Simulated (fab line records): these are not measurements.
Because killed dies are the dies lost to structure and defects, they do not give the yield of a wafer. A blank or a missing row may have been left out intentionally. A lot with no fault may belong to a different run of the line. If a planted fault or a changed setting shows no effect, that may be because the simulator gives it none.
Code-filled problem report in 8D (eight disciplines) form || flow n5 finfet || the parts of the form that need people (team, actions taken, sign-off) are left out

== 1. WHAT IS WRONG ==
At N5_GATE_CUT_ETCH_19, etch rf on time s averages 86.8 s over 5 wafers from 3 lots, while fault-free wafers read 77.1 s, standard deviation 1.5. Measured from the usual mean, that is +6.5 standard deviations.
The step: etches SiNx in CH3F/O2, target depth 53.7 nm, time 76.7 s.
Earliest sighting: wafer L860.3 on rie diel-01 at day 6 19:24. Wafers with a number at this step in the record: 28, from 10 lots. By rule, "out" or "out of limits" means more than 4 standard deviations away from the usual mean. The rest of the wafers with a number are treated as sound.

== 2. WHAT IT IS, WHAT IT ISN'T ==
{"question": "which readings at this step", "is": "etch rf on time s", "is not": "drypump motor current A, mfc ar sccm, oes product au, rf vpp V, showerhead plenum p Torr, throttle valve pct"}
{"question": "which lots", "is": "L860, L861, L862", "is not": "L852, L853, L855, L857, L863, L866, L874"}
{"question": "which wafers of those lots", "is": "L860.3, L860.4, L861.3, L861.4, L862.3", "is not": "L861.6, L862.6"}
{"question": "read on which tools", "is": "rie diel-01", "is not": "rie diel-03, rie diel-06"}
{"question": "when", "is": "from day 6 19:24", "is not": "up to then (12 sound wafers); but 11 sound wafers of L861, L862, L863, L866, L874 came after"}

== 3. SUSPECTS, AND WHAT RULES EACH OUT ==
Counting: any tool at a process step up to the reading remains a suspect provided it ran every lot that is out. Sound lots after the first of them don't rule it out here, since some wafers of a struck lot are sound.
- rie diel-01 at N5_GATE_CUT_ETCH_19 (etches SiNx in CH3F/O2, target depth 53.7 nm, time 76.7 s): kept. Ran every lot that is out, first one L860 (day 6 19:24); last sound lot up to then L857 (day 6 01:55). Its own readings are out on those wafers: etch rf on time s.
The count leaves rie diel-01 at N5_GATE_CUT_ETCH_19.

== 4. THE CAUSE (what the simulator had put in) ==
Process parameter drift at N5_GATE_CUT_ETCH_19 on rie diel-01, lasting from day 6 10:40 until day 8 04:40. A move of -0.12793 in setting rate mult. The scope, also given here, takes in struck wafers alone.
Counting left only this tool.

== 5. THE EFFECT CHAIN, in route order ==
Each row: a reading whose mean over the struck wafers that have a number lies more than 3 standard deviations from the usual. Scope: only readings with a usual standard deviation given in the record; hours: median across lots of the time from each lot's start at the first step in this table that gives one to its start at this step; sigmas: change in usual standard deviations.
{"hours": 0, "step": "N5_GATE_CUT_ETCH_19", "reading": "etch rf on time s", "usual": "77.1 s", "on struck wafers": 86.8, "change": "+9.7", "sigmas": "+6.5"}
Here are the process steps it includes:
- N5_GATE_CUT_ETCH_19: etches SiNx in CH3F/O2, target depth 53.7 nm, time 76.7 s.
At these later measuring or inspecting steps, every struck wafer for which the step has a row has a number for every such reading, and none has moved that far: N5_BEOL_M4_RC_MEAS_101.

== 6. HOW IT WOULD HAVE BEEN CAUGHT EARLIER ==
In this record the first reading out of limits was taken at day 6 19:24, 9 hours after the fault began at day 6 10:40.
